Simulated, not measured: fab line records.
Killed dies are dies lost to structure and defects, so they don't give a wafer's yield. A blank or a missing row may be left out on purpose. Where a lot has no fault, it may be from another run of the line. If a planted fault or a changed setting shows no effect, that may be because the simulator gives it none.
fab line records ; flow nand_harc
record lots=24; wafers=72; last_day=24
route steps=1159 shown A_M0@1006 A_M1@1052
lots that met no fault: from a run of the same line without faults
start_h: start of the lot's first displayed wafer, in hours after the record's first day ; wait_h: how many hours have passed since the lot's step before this one ; " as in the row above ; L1.1+2: several wafers, shown together as one row ; - either no value or no given start ; * or withheld: withheld ; < > ~ a bound
route shown NAME@n: names a module that has steps shown in the file, with the first one's number in the route ; usual: average and standard deviation across the fault-free wafers ; same: alike in all rows ; chamber/n: place in a boat ; sites: the reading at each site ; _std_site: their standard deviation ; _edge_site: outer sites' mean less inner sites' ; radius_mm: for every site, how far away it sits from the centre of the wafer ; mask NAME#n: copy n ; behind: tool/chamber where the wafer was last shaped ; hold: why the lot went on hold/how many hours it stayed there/how the hold came to an end ; device: the transistor (n, p or np) that didn't switch ; end of line: the route-end tests of the same wafers ; for a step that has no rows: nothing shown but its recipe ; killed: dies that structure and defects cost at the first sort, which is not the same as the wafer's yield ; map: a wafer's dies, marking killed ones x, the rest . and places with no die _
set.NAME: setting as actually run; set.NAME@STEP: the setting as run at that earlier step ; model.NAME: the simulator's own value behind a step, which no gauge read
the route's steps for a sample of lots (tables are steps, rows are wafers)
services: from which hour (start_h, from the record's first day; less than 0 if before it) a tool's chamber was out of use, for how many hours, and why
## steps
# step NHARC_A_M0_INSPECT_11
# usual raw_defect_count=30/13
lot.wafer;tool;chamber;start_h;wait_h;raw_defect_count
L074.1;defect_inspect-02;-;400.92;0.0;18
L074.3;defect_inspect-02;-;400.92;0.0;25
L074.6;defect_inspect-02;-;400.92;0.0;21
L078.1;defect_inspect-01;-;406.50;0.0;44
L078.4;defect_inspect-01;-;406.50;0.0;42
L078.6;defect_inspect-01;-;406.50;0.0;29
L075.3;defect_inspect-02;-;410.80;0.0;24
L075.5;defect_inspect-02;-;410.80;0.0;19
L075.6;defect_inspect-02;-;410.80;0.0;21
L076.2;defect_inspect-02;-;411.26;0.0;31
L076.4;defect_inspect-02;-;411.26;0.0;39
L076.5;defect_inspect-02;-;411.26;0.0;36
L080.1;defect_inspect-02;-;411.67;0.0;25
L080.2;defect_inspect-02;-;411.67;0.0;30
L080.6;defect_inspect-02;-;411.67;0.0;30
L079.1;defect_inspect-01;-;415.18;0.0;8
L079.4;defect_inspect-01;-;415.18;0.0;8
L079.6;defect_inspect-01;-;415.18;0.0;11
L077.2;defect_inspect-01;-;416.12;0.0;11
L077.4;defect_inspect-01;-;416.12;0.0;17
L077.6;defect_inspect-01;-;416.12;0.0;19
L081.2;defect_inspect-02;-;442.44;0.0;24
L081.3;defect_inspect-02;-;442.44;0.0;20
L081.4;defect_inspect-02;-;442.44;0.0;27
L082.3;defect_inspect-01;-;442.84;0.0;26
L082.4;defect_inspect-01;-;442.84;0.0;25
L082.6;defect_inspect-01;-;442.84;0.0;22
L083.1;defect_inspect-01;-;465.12;0.0;33
L083.5;defect_inspect-01;-;465.12;0.0;43
L083.6;defect_inspect-01;-;465.12;0.0;37
L085.2;defect_inspect-01;-;467.49;0.0;31
L085.4;defect_inspect-01;-;467.49;0.0;28
L085.6;defect_inspect-01;-;467.49;0.0;25
L084.1;defect_inspect-01;-;476.21;0.0;20
L084.5;defect_inspect-01;-;476.21;0.0;31
L084.6;defect_inspect-01;-;476.21;0.0;29
L087.3;defect_inspect-02;-;477.27;0.0;27
L087.4;defect_inspect-02;-;477.27;0.0;30
L087.5;defect_inspect-02;-;477.27;0.0;37
L088.1;defect_inspect-01;-;484.95;0.0;40
L088.4;defect_inspect-01;-;484.95;0.0;49
L088.6;defect_inspect-01;-;484.95;0.0;37
L086.1;defect_inspect-01;-;493.04;0.0;35
L086.2;defect_inspect-01;-;493.04;0.0;43
L086.3;defect_inspect-01;-;493.04;0.0;30
L089.3;defect_inspect-01;-;494.24;0.0;38
L089.4;defect_inspect-01;-;494.24;0.0;36
L089.6;defect_inspect-01;-;494.24;0.0;25
L090.2;defect_inspect-02;-;498.08;0.0;74
L090.4;defect_inspect-02;-;498.08;0.0;75
L090.5;defect_inspect-02;-;498.08;0.0;49
L092.1;defect_inspect-02;-;511.40;0.0;15
L092.4;defect_inspect-02;-;511.40;0.0;11
L092.5;defect_inspect-02;-;511.40;0.0;17
L095.2;defect_inspect-01;-;511.63;0.0;23
L095.5;defect_inspect-01;-;511.63;0.0;21
L095.6;defect_inspect-01;-;511.63;0.0;27
L091.3;defect_inspect-01;-;512.08;0.0;58
L091.4;defect_inspect-01;-;512.08;0.0;55
L091.5;defect_inspect-01;-;512.08;0.0;48
L094.1;defect_inspect-01;-;515.10;0.0;55
L094.2;defect_inspect-01;-;515.10;0.0;34
L094.3;defect_inspect-01;-;515.10;0.0;54
L093.1;defect_inspect-02;-;518.89;0.1;40
L093.2;defect_inspect-02;-;518.89;0.1;38
L093.5;defect_inspect-02;-;518.89;0.1;50
L096.1;defect_inspect-01;-;528.82;0.0;17
L096.3;defect_inspect-01;-;528.82;0.0;22
L096.5;defect_inspect-01;-;528.82;0.0;26
L097.1;defect_inspect-01;-;539.27;0.0;23
L097.5;defect_inspect-01;-;539.27;0.0;25
L097.6;defect_inspect-01;-;539.27;0.0;24
# step NHARC_A_M0_ETCH_15
# recipe target_depth_a=1500; overetch_a=150; time_s=82.5; c4f8_flow_sccm=withheld; ar_flow_sccm=400; rf_w=600; bias_w=300; chemistry=C4F8/Ar
# usual oes_product_au=0.951/0.023; rf_vpp_V=442/3
lot.wafer;tool;chamber;start_h;wait_h;oes_product_au;rf_hours_counter_h;rf_vpp_V
L074.3;rie_diel-13;2;-;-;0.957;5;446
L074.1;rie_diel-13;3;-;-;0.938;4;442
L074.6;rie_diel-13;1;-;-;0.972;-;442
L078.4;rie_diel-09;2;-;-;0.955;8;445
L078.1;rie_diel-09;0;-;-;0.937;9;437
L078.6;rie_diel-09;3;-;-;0.962;-;445
L075.3;rie_diel-09;2;-;-;0.896;8;445
L075.5;rie_diel-09;3;-;-;0.918;-;445
L075.6;rie_diel-09;0;-;-;0.927;-;437
L076.2;rie_diel-06;0;-;-;0.955;11;436
L076.4;rie_diel-06;1;-;-;0.959;11;438
L076.5;rie_diel-06;0;-;-;0.957;-;435
L080.2;rie_diel-13;1;-;-;0.950;5;442
L080.1;rie_diel-13;2;-;-;0.954;5;445
L080.6;rie_diel-13;1;-;-;0.950;-;441
L079.1;rie_diel-09;0;-;-;0.926;10;439
L079.4;rie_diel-09;2;-;-;0.914;8;445
L079.6;rie_diel-09;0;-;-;0.923;-;438
L077.4;rie_diel-06;0;-;-;0.941;11;437
L077.2;rie_diel-06;2;-;-;0.954;12;444
L077.6;rie_diel-06;0;-;-;0.939;-;438
L081.2;rie_diel-13;1;-;-;0.918;7;442
L081.4;rie_diel-13;2;-;-;0.924;7;444
L081.3;rie_diel-13;3;-;-;0.901;7;442
L082.4;rie_diel-13;3;-;-;0.910;7;441
L082.3;rie_diel-13;0;-;-;0.927;7;440
L082.6;rie_diel-13;1;-;-;0.923;-;442
L083.1;rie_diel-09;2;-;-;0.894;2;445
L083.6;rie_diel-09;1;-;-;0.931;-;443
L083.5;rie_diel-09;2;-;-;0.904;-;444
L085.2;rie_diel-13;2;-;-;0.960;0;446
L085.4;rie_diel-13;1;-;-;0.974;-;441
L085.6;rie_diel-13;0;-;-;0.964;-;441
L084.1;rie_diel-09;0;-;-;0.970;1;437
L084.6;rie_diel-09;0;-;-;0.972;-;438
L084.5;rie_diel-09;1;-;-;0.976;-;442
L087.4;rie_diel-13;3;-;-;0.988;1;440
L087.3;rie_diel-13;0;-;-;0.981;1;440
L087.5;rie_diel-13;2;-;-;0.975;-;446
L088.1;rie_diel-06;3;-;-;0.969;3;443
L088.4;rie_diel-06;1;-;-;0.970;3;436
L088.6;rie_diel-06;3;-;-;0.964;-;442
L086.1;rie_diel-06;2;-;-;0.961;5;444
L086.2;rie_diel-06;3;-;-;0.968;4;443
L086.3;rie_diel-06;1;-;-;0.985;4;436
L089.3;rie_diel-13;0;-;-;0.980;3;441
L089.4;rie_diel-13;2;-;-;0.949;2;445
L089.6;rie_diel-13;1;-;-;0.973;-;440
L090.2;rie_diel-09;0;-;-;0.983;2;437
L090.4;rie_diel-09;1;-;-;0.969;3;444
L090.5;rie_diel-09;2;-;-;0.943;-;443
L092.4;rie_diel-13;2;-;-;0.918;4;445
L092.1;rie_diel-13;3;-;-;0.919;4;442
L092.5;rie_diel-13;0;-;-;0.940;-;438
L095.2;rie_diel-09;0;-;-;0.987;3;437
L095.6;rie_diel-09;3;-;-;0.967;-;444
L095.5;rie_diel-09;0;-;-;0.988;-;437
L091.4;rie_diel-09;3;-;-;0.971;4;445
L091.3;rie_diel-09;0;-;-;0.973;3;437
L091.5;rie_diel-09;2;-;-;0.963;-;445
L094.2;rie_diel-09;0;-;-;0.965;3;438
L094.1;rie_diel-09;1;-;-;0.961;4;443
L094.3;rie_diel-09;2;-;-;0.947;5;445
L093.1;rie_diel-13;2;-;-;0.958;5;445
L093.2;rie_diel-13;3;-;-;0.955;4;440
L093.5;rie_diel-13;2;-;-;0.949;-;445
L096.3;rie_diel-06;2;-;-;0.926;8;444
L096.1;rie_diel-06;1;-;-;0.942;7;438
L096.5;rie_diel-06;2;-;-;0.934;-;444
L097.1;rie_diel-06;0;-;-;0.917;8;437
L097.5;rie_diel-06;1;-;-;0.967;-;438
L097.6;rie_diel-06;2;-;-;0.923;-;444
# step NHARC_A_M0_STRIP_18
# recipe power_w=1000; n2_flow_sccm=150; h2_flow_sccm=150; ar_flow_sccm=0; bias_w=0; chemistry=N2/H2
# usual drypump_motor_current_A=5.8/0.38; oes_product_au=0.996/0.012; rf_vpp_V=90.9/1; showerhead_plenum_p_Torr=2.08/0.11; throttle_valve_pct=14.171/0.0085
lot.wafer;tool;chamber;start_h;wait_h;drypump_motor_current_A;oes_product_au;rf_hours_counter_h;rf_vpp_V;showerhead_plenum_p_Torr;throttle_valve_pct
L074.3;rie_diel-06;3;401.40;0.1;5.7;1.017;10.8;90.4;2.10;14.167
L074.1;rie_diel-06;0;401.40;0.1;5.4;0.981;10.0;88.6;1.91;14.161
L074.6;rie_diel-06;2;401.40;0.1;5.8;0.996;-;90.4;2.16;14.173
L078.1;rie_diel-09;1;406.98;0.1;6.0;1.014;8.8;90.7;2.14;14.178
L078.4;rie_diel-09;0;406.98;0.1;6.3;0.999;9.4;90.7;1.92;14.172
L078.6;rie_diel-09;1;406.98;0.1;6.0;0.998;-;91.4;2.14;14.174
L075.3;rie_diel-13;0;411.26;0.1;4.7;0.999;5.4;90.3;2.02;14.178
L075.6;rie_diel-13;3;411.26;0.1;5.8;0.981;-;91.0;2.08;14.167
L075.5;rie_diel-13;0;411.26;0.1;4.7;1.000;-;90.9;2.02;14.180
L076.2;rie_diel-09;0;411.75;0.1;6.2;1.004;9.5;91.4;1.92;14.172
L076.4;rie_diel-09;1;411.75;0.1;6.0;1.002;8.9;91.0;2.14;14.173
L076.5;rie_diel-09;2;411.75;0.1;6.0;0.993;-;91.4;2.19;14.156
L080.2;rie_diel-06;3;412.13;0.1;5.8;0.998;12.0;92.0;2.09;14.159
L080.1;rie_diel-06;1;412.13;0.1;5.6;0.996;11.1;89.7;1.92;14.180
L080.6;rie_diel-06;2;412.13;0.1;5.8;0.988;-;91.1;2.16;14.164
L079.4;rie_diel-13;3;415.62;0.1;5.8;0.986;4.9;91.4;2.08;14.138
L079.1;rie_diel-13;1;415.62;0.1;5.9;0.989;5.6;89.6;2.03;14.159
L079.6;rie_diel-13;0;415.62;0.1;4.7;1.011;-;91.8;2.02;14.181
L077.4;rie_diel-13;2;416.55;0.1;6.3;0.988;5.8;91.6;2.19;14.178
L077.2;rie_diel-13;0;416.55;0.1;4.6;1.005;5.7;90.8;2.02;14.177
L077.6;rie_diel-13;3;416.55;0.1;5.8;0.976;-;91.1;2.08;14.154
L081.4;rie_diel-06;3;442.90;0.1;5.7;0.981;1.0;90.2;2.09;14.176
L081.3;rie_diel-06;0;442.90;0.1;5.4;0.979;1.7;91.2;1.90;14.175
L081.2;rie_diel-06;1;442.90;0.1;5.6;0.997;2.1;89.4;1.92;14.173
L082.4;rie_diel-09;1;443.28;0.1;6.0;1.010;0.5;91.5;2.14;14.163
L082.3;rie_diel-09;3;443.28;0.1;5.8;0.999;0.6;92.3;2.20;14.180
L082.6;rie_diel-09;1;443.28;0.1;6.0;1.012;-;92.5;2.14;14.173
L083.1;rie_diel-06;2;465.60;0.1;5.8;0.999;3.0;90.1;2.16;14.176
L083.6;rie_diel-06;0;465.60;0.1;5.4;0.987;-;89.2;1.90;14.168
L083.5;rie_diel-06;3;465.60;0.1;5.7;0.996;-;91.4;2.09;14.179
L085.4;rie_diel-09;3;468.00;0.1;5.8;0.994;1.7;91.2;2.20;14.168
L085.2;rie_diel-09;1;468.00;0.1;6.0;1.000;1.7;92.4;2.14;14.165
L085.6;rie_diel-09;3;468.00;0.1;5.8;1.011;-;91.3;2.20;14.167
L084.1;rie_diel-06;3;476.66;0.1;5.8;0.976;2.9;91.1;2.09;14.174
L084.6;rie_diel-06;3;476.66;0.1;5.8;0.987;-;91.3;2.09;14.170
L084.5;rie_diel-06;0;476.66;0.1;5.4;0.978;-;89.6;1.90;14.165
L087.3;rie_diel-09;2;477.70;0.1;6.0;0.975;2.4;92.9;2.19;14.177
L087.4;rie_diel-09;1;477.70;0.1;6.0;1.001;2.1;90.8;2.14;14.186
L087.5;rie_diel-09;3;477.70;0.1;5.8;1.010;-;91.2;2.20;14.164
L088.4;rie_diel-09;1;485.44;0.1;6.0;1.003;2.1;89.8;2.13;14.170
L088.1;rie_diel-09;2;485.44;0.1;6.0;0.968;2.5;92.3;2.19;14.169
L088.6;rie_diel-09;0;485.44;0.1;6.2;1.003;-;89.0;1.92;14.167
L086.3;rie_diel-09;2;493.50;0.1;6.0;0.970;3.1;90.5;2.19;14.177
L086.2;rie_diel-09;3;493.50;0.1;5.8;1.000;2.9;92.6;2.20;14.165
L086.1;rie_diel-09;0;493.50;0.1;6.3;1.009;2.3;90.0;1.92;14.158
L089.4;rie_diel-06;2;494.67;0.1;5.8;0.998;4.7;91.0;2.16;14.171
L089.3;rie_diel-06;3;494.67;0.1;5.7;0.993;4.0;90.6;2.09;14.155
L089.6;rie_diel-06;3;494.67;0.1;5.7;1.002;-;91.0;2.09;14.158
L090.4;rie_diel-09;2;498.51;0.1;6.0;0.983;3.3;91.6;2.19;14.166
L090.2;rie_diel-09;0;498.51;0.1;6.3;1.015;2.5;89.9;1.92;14.167
L090.5;rie_diel-09;2;498.51;0.1;6.0;0.987;-;91.6;2.19;14.173
L092.4;rie_diel-06;1;511.84;0.1;5.6;1.009;5.4;90.2;1.92;14.184
L092.1;rie_diel-06;2;511.84;0.1;5.8;1.000;5.6;90.6;2.16;14.165
L092.5;rie_diel-06;2;511.84;0.1;5.8;0.989;-;92.7;2.16;14.172
L095.2;rie_diel-13;0;512.07;0.1;4.6;1.013;4.7;89.0;2.01;14.183
L095.5;rie_diel-13;0;512.07;0.1;4.7;1.011;-;91.4;2.01;14.165
L095.6;rie_diel-13;1;512.07;0.1;5.9;1.007;-;90.0;2.03;14.182
L091.3;rie_diel-06;1;512.52;0.1;5.6;1.011;5.4;90.3;1.92;14.171
L091.4;rie_diel-06;2;512.52;0.1;5.8;1.010;5.7;93.4;2.16;14.167
L091.5;rie_diel-06;1;512.52;0.1;5.6;1.010;-;89.5;1.92;14.166
L094.3;rie_diel-13;0;515.57;0.1;4.7;1.008;5.2;90.1;2.01;14.173
L094.2;rie_diel-13;1;515.57;0.1;5.9;1.006;5.3;92.4;2.03;14.169
L094.1;rie_diel-13;2;515.57;0.1;6.3;0.984;4.4;92.1;2.19;14.173
L093.1;rie_diel-06;0;519.32;0.1;5.4;0.987;6.1;89.6;1.90;14.187
L093.2;rie_diel-06;2;519.32;0.1;5.8;1.005;6.5;91.1;2.16;14.183
L093.5;rie_diel-06;0;519.32;0.1;5.4;0.991;-;89.9;1.90;14.156
L096.1;rie_diel-09;1;529.30;0.1;6.0;1.010;4.5;92.9;2.13;14.178
L096.3;rie_diel-09;0;529.30;0.1;6.2;1.015;4.0;89.6;1.92;14.168
L096.5;rie_diel-09;1;529.30;0.1;6.0;1.007;-;91.7;2.13;14.155
L097.1;rie_diel-13;2;539.70;0.1;6.3;0.987;6.5;91.0;2.19;14.163
L097.6;rie_diel-13;2;539.70;0.1;6.3;0.986;-;91.7;2.19;14.169
L097.5;rie_diel-13;3;539.70;0.1;5.8;0.994;-;92.1;2.08;14.179
# step NHARC_A_M0_DEGAS_28
# recipe temp_c=250; time_s=60
# usual heater_power_w=346/43
lot.wafer;tool;chamber;start_h;wait_h;heater_power_w
L074.1;pvd_sputter-03;-;401.99;-;370
L074.3;pvd_sputter-03;-;401.99;-;352
L074.6;pvd_sputter-03;-;401.99;-;381
L078.1;pvd_sputter-03;-;407.52;-;350
L078.4;pvd_sputter-03;-;407.52;-;380
L078.6;pvd_sputter-03;-;407.52;-;432
L075.3;pvd_sputter-01;-;411.78;-;394
L075.5;pvd_sputter-01;-;411.78;-;396
L075.6;pvd_sputter-01;-;411.78;-;401
L076.2;pvd_sputter-02;-;412.24;-;299
L076.4;pvd_sputter-02;-;412.24;-;362
L076.5;pvd_sputter-02;-;412.24;-;295
L080.2;pvd_sputter-03;-;412.65;-;306
L080.1;pvd_sputter-03;-;412.65;-;336
L080.6;pvd_sputter-03;-;412.65;-;294
L079.1;pvd_sputter-02;-;416.16;-;297
L079.4;pvd_sputter-02;-;416.16;-;289
L079.6;pvd_sputter-02;-;416.16;-;358
L077.2;pvd_sputter-02;-;417.12;-;298
L077.4;pvd_sputter-02;-;417.12;-;288
L077.6;pvd_sputter-02;-;417.12;-;371
L081.4;pvd_sputter-02;-;443.43;-;359
L081.3;pvd_sputter-02;-;443.43;-;300
L081.2;pvd_sputter-02;-;443.43;-;299
L082.3;pvd_sputter-03;-;443.83;-;342
L082.4;pvd_sputter-03;-;443.83;-;306
L082.6;pvd_sputter-03;-;443.83;-;339
L083.1;pvd_sputter-02;-;466.16;-;367
L083.5;pvd_sputter-02;-;466.16;-;299
L083.6;pvd_sputter-02;-;466.16;-;367
L085.2;pvd_sputter-03;-;468.51;-;293
L085.4;pvd_sputter-03;-;468.51;-;376
L085.6;pvd_sputter-03;-;468.51;-;383
L084.1;pvd_sputter-02;-;477.22;-;354
L084.5;pvd_sputter-02;-;477.22;-;300
L084.6;pvd_sputter-02;-;477.22;-;299
L087.3;pvd_sputter-01;-;478.25;-;403
L087.4;pvd_sputter-01;-;478.25;-;404
L087.5;pvd_sputter-01;-;478.25;-;341
L088.1;pvd_sputter-03;-;485.94;-;428
L088.4;pvd_sputter-03;-;485.94;-;385
L088.6;pvd_sputter-03;-;485.94;-;329
L086.1;pvd_sputter-03;-;494.01;-;386
L086.3;pvd_sputter-03;-;494.01;-;426
L086.2;pvd_sputter-03;-;494.01;-;292
L089.4;pvd_sputter-02;-;495.23;-;367
L089.3;pvd_sputter-02;-;495.23;-;306
L089.6;pvd_sputter-02;-;495.23;-;304
L090.2;pvd_sputter-02;-;499.05;-;356
L090.4;pvd_sputter-02;-;499.05;-;294
L090.5;pvd_sputter-02;-;499.05;-;354
L092.1;pvd_sputter-02;-;512.39;-;303
L092.4;pvd_sputter-02;-;512.39;-;295
L092.5;pvd_sputter-02;-;512.39;-;355
L095.2;pvd_sputter-03;-;512.62;-;298
L095.5;pvd_sputter-03;-;512.62;-;293
L095.6;pvd_sputter-03;-;512.62;-;389
L091.4;pvd_sputter-02;-;513.07;-;294
L091.3;pvd_sputter-02;-;513.07;-;370
L091.5;pvd_sputter-02;-;513.07;-;293
L094.2;pvd_sputter-02;-;516.09;-;300
L094.3;pvd_sputter-02;-;516.09;-;289
L094.1;pvd_sputter-02;-;516.09;-;373
L093.2;pvd_sputter-02;-;519.88;-;298
L093.1;pvd_sputter-02;-;519.88;-;294
L093.5;pvd_sputter-02;-;519.88;-;367
L096.3;pvd_sputter-01;-;529.84;-;406
L096.1;pvd_sputter-01;-;529.84;-;353
L096.5;pvd_sputter-01;-;529.84;-;406
L097.1;pvd_sputter-02;-;540.27;-;304
L097.5;pvd_sputter-02;-;540.27;-;295
L097.6;pvd_sputter-02;-;540.27;-;369
# step NHARC_A_M0_PRE_CLEAN_29
# recipe time_s=30; temp_c=280; gas=H2/He
# usual heater_power_w=428/52
lot.wafer;tool;chamber;start_h;wait_h;heater_power_w
L074.1;pvd_sputter-03;-;-;-;460
L074.3;pvd_sputter-03;-;-;-;523
L074.6;pvd_sputter-03;-;-;-;465
L078.4;pvd_sputter-03;-;-;-;368
L078.1;pvd_sputter-03;-;-;-;420
L078.6;pvd_sputter-03;-;-;-;458
L075.3;pvd_sputter-01;-;-;-;487
L075.6;pvd_sputter-01;-;-;-;488
L075.5;pvd_sputter-01;-;-;-;445
L076.2;pvd_sputter-02;-;-;-;443
L076.4;pvd_sputter-02;-;-;-;446
L076.5;pvd_sputter-02;-;-;-;432
L080.2;pvd_sputter-03;-;-;-;369
L080.1;pvd_sputter-03;-;-;-;457
L080.6;pvd_sputter-03;-;-;-;417
L079.1;pvd_sputter-02;-;-;-;447
L079.4;pvd_sputter-02;-;-;-;371
L079.6;pvd_sputter-02;-;-;-;453
L077.2;pvd_sputter-02;-;-;-;361
L077.4;pvd_sputter-02;-;-;-;434
L077.6;pvd_sputter-02;-;-;-;356
L081.4;pvd_sputter-02;-;-;-;357
L081.2;pvd_sputter-02;-;-;-;436
L081.3;pvd_sputter-02;-;-;-;379
L082.3;pvd_sputter-03;-;-;-;410
L082.4;pvd_sputter-03;-;-;-;369
L082.6;pvd_sputter-03;-;-;-;506
L083.1;pvd_sputter-02;-;-;-;377
L083.5;pvd_sputter-02;-;-;-;378
L083.6;pvd_sputter-02;-;-;-;358
L085.4;pvd_sputter-03;-;-;-;411
L085.2;pvd_sputter-03;-;-;-;524
L085.6;pvd_sputter-03;-;-;-;406
L084.1;pvd_sputter-02;-;-;-;374
L084.6;pvd_sputter-02;-;-;-;454
L084.5;pvd_sputter-02;-;-;-;447
L087.4;pvd_sputter-01;-;-;-;482
L087.3;pvd_sputter-01;-;-;-;453
L087.5;pvd_sputter-01;-;-;-;416
L088.4;pvd_sputter-03;-;-;-;359
L088.1;pvd_sputter-03;-;-;-;466
L088.6;pvd_sputter-03;-;-;-;359
L086.1;pvd_sputter-03;-;-;-;522
L086.3;pvd_sputter-03;-;-;-;349
L086.2;pvd_sputter-03;-;-;-;468
L089.4;pvd_sputter-02;-;-;-;450
L089.3;pvd_sputter-02;-;-;-;369
L089.6;pvd_sputter-02;-;-;-;438
L090.4;pvd_sputter-02;-;-;-;447
L090.2;pvd_sputter-02;-;-;-;379
L090.5;pvd_sputter-02;-;-;-;362
L092.4;pvd_sputter-02;-;-;-;363
L092.1;pvd_sputter-02;-;-;-;462
L092.5;pvd_sputter-02;-;-;-;356
L095.2;pvd_sputter-03;-;-;-;393
L095.5;pvd_sputter-03;-;-;-;364
L095.6;pvd_sputter-03;-;-;-;467
L091.4;pvd_sputter-02;-;-;-;455
L091.3;pvd_sputter-02;-;-;-;375
L091.5;pvd_sputter-02;-;-;-;462
L094.1;pvd_sputter-02;-;-;-;443
L094.3;pvd_sputter-02;-;-;-;373
L094.2;pvd_sputter-02;-;-;-;361
L093.2;pvd_sputter-02;-;-;-;360
L093.1;pvd_sputter-02;-;-;-;455
L093.5;pvd_sputter-02;-;-;-;369
L096.3;pvd_sputter-01;-;-;-;500
L096.1;pvd_sputter-01;-;-;-;504
L096.5;pvd_sputter-01;-;-;-;499
L097.1;pvd_sputter-02;-;-;-;444
L097.5;pvd_sputter-02;-;-;-;453
L097.6;pvd_sputter-02;-;-;-;451
# step NHARC_A_M1_CMP_23
# recipe t_overpolish_s=20; target_thk_nm=154.34
# usual motor_current_A=12.4/0.88; time_to_endpoint_s=28/3.3
lot.wafer;tool;chamber;start_h;wait_h;motor_current_A;time_to_endpoint_s
L074.1;cmp-01;0;407.12;-;11.6;30
L074.3;cmp-01;3;407.12;-;12.7;27
L074.6;cmp-01;0;407.12;-;11.4;33
L078.4;cmp-01;3;412.70;-;13.2;29
L078.1;cmp-01;0;412.70;-;11.6;32
L078.6;cmp-01;3;412.70;-;13.0;31
L075.3;cmp-01;0;417.60;-;12.5;34
L075.5;cmp-01;1;417.60;-;14.0;24
L075.6;cmp-01;2;417.60;-;12.9;33
L076.2;cmp-04;3;417.82;-;11.1;27
L076.4;cmp-04;0;417.82;-;11.9;35
L076.5;cmp-04;0;417.82;-;12.4;35
L080.2;cmp-02;1;418.53;-;13.1;31
L080.1;cmp-02;2;418.53;-;10.9;23
L080.6;cmp-02;3;418.53;-;12.0;28
L079.4;cmp-01;2;421.61;-;13.5;29
L079.1;cmp-01;1;421.61;-;13.7;24
L079.6;cmp-01;3;421.61;-;13.0;28
L077.2;cmp-02;3;422.53;-;12.2;29
L077.4;cmp-02;1;422.53;-;12.9;33
L077.6;cmp-02;3;422.53;-;12.5;30
L081.3;cmp-02;2;449.29;-;11.7;29
L081.2;cmp-02;3;449.29;-;11.2;31
L081.4;cmp-02;0;449.29;-;11.7;34
L082.4;cmp-04;3;449.66;-;11.7;27
L082.3;cmp-04;0;449.66;-;12.2;34
L082.6;cmp-04;3;449.66;-;11.3;25
L083.1;cmp-01;2;471.78;-;13.1;27
L083.6;cmp-01;3;471.78;-;13.5;28
L083.5;cmp-01;0;471.78;-;11.7;28
L085.4;cmp-04;2;473.84;-;12.3;26
L085.2;cmp-04;3;473.84;-;11.0;24
L085.6;cmp-04;0;473.84;-;12.1;31
L084.1;cmp-02;3;482.59;-;12.8;27
L084.6;cmp-02;0;482.59;-;11.5;28
L084.5;cmp-02;1;482.59;-;12.6;29
L087.3;cmp-04;3;483.98;-;11.6;23
L087.4;cmp-04;1;483.98;-;13.5;29
L087.5;cmp-04;3;483.98;-;11.1;28
L088.1;cmp-01;3;491.14;-;13.0;31
L088.4;cmp-01;2;491.14;-;12.6;33
L088.6;cmp-01;0;491.14;-;11.3;30
L086.3;cmp-02;2;499.40;-;12.1;25
L086.2;cmp-02;3;499.40;-;11.9;27
L086.1;cmp-02;0;499.40;-;11.2;27
L089.4;cmp-01;2;500.56;-;13.2;29
L089.3;cmp-01;3;500.56;-;12.8;27
L089.6;cmp-01;2;500.56;-;12.6;27
L090.2;cmp-02;1;504.40;-;13.4;29
L090.4;cmp-02;2;504.40;-;11.6;24
L090.5;cmp-02;3;504.40;-;12.2;28
L092.4;cmp-01;2;518.06;-;13.1;29
L092.1;cmp-01;0;518.06;-;12.2;29
L092.5;cmp-01;2;518.06;-;12.5;30
L095.2;cmp-02;0;518.25;-;11.1;26
L095.6;cmp-02;2;518.25;-;11.5;26
L095.5;cmp-02;3;518.25;-;12.1;25
L091.4;cmp-04;3;518.61;-;11.8;24
L091.3;cmp-04;2;518.61;-;12.3;29
L091.5;cmp-04;0;518.61;-;11.6;32
L094.3;cmp-02;2;521.40;-;10.9;22
L094.1;cmp-02;3;521.40;-;12.0;25
L094.2;cmp-02;0;521.40;-;10.9;24
L093.1;cmp-01;3;525.81;-;12.3;31
L093.2;cmp-01;1;525.81;-;13.9;26
L093.5;cmp-01;2;525.81;-;13.2;31
L096.3;cmp-04;2;535.40;-;11.9;26
L096.1;cmp-04;3;535.40;-;11.1;23
L096.5;cmp-04;3;535.40;-;10.7;26
L097.1;cmp-04;2;545.53;-;12.6;22
L097.6;cmp-04;1;545.53;-;13.1;27
L097.5;cmp-04;2;545.53;-;12.4;25
## services
tool;chamber;start_h;hours;kind
cmp-02;-;377.83;3.5;repair
rie_diel-13;-;385.92;1.1;repair
pvd_sputter-02;-;392.00;10.0;pm
cmp-02;-;393.84;1.6;repair
rie_diel-09;-;395.36;0.7;repair
cmp-02;-;403.69;1.1;repair
rie_diel-06;-;418.20;9.0;pm
rie_diel-13;1;424.35;4.3;repair
rie_diel-09;-;431.36;9.0;pm
rie_diel-06;3;435.49;3.0;repair
pvd_sputter-02;-;436.22;5.5;repair
rie_diel-13;2;446.51;4.8;repair
cmp-02;-;451.92;4.0;pm
rie_diel-13;-;453.00;9.0;pm
cmp-01;-;455.58;0.5;repair
pvd_sputter-03;-;458.07;10.0;pm
rie_diel-06;1;459.81;8.5;repair
rie_diel-09;0;460.45;2.6;repair
rie_diel-13;3;467.45;2.9;repair
cmp-01;-;475.06;4.0;pm
rie_diel-13;1;503.82;4.6;repair
rie_diel-06;0;525.49;11.4;repair
rie_diel-09;2;539.05;4.9;repair
rie_diel-06;0;543.46;4.9;repair
## key
fault none
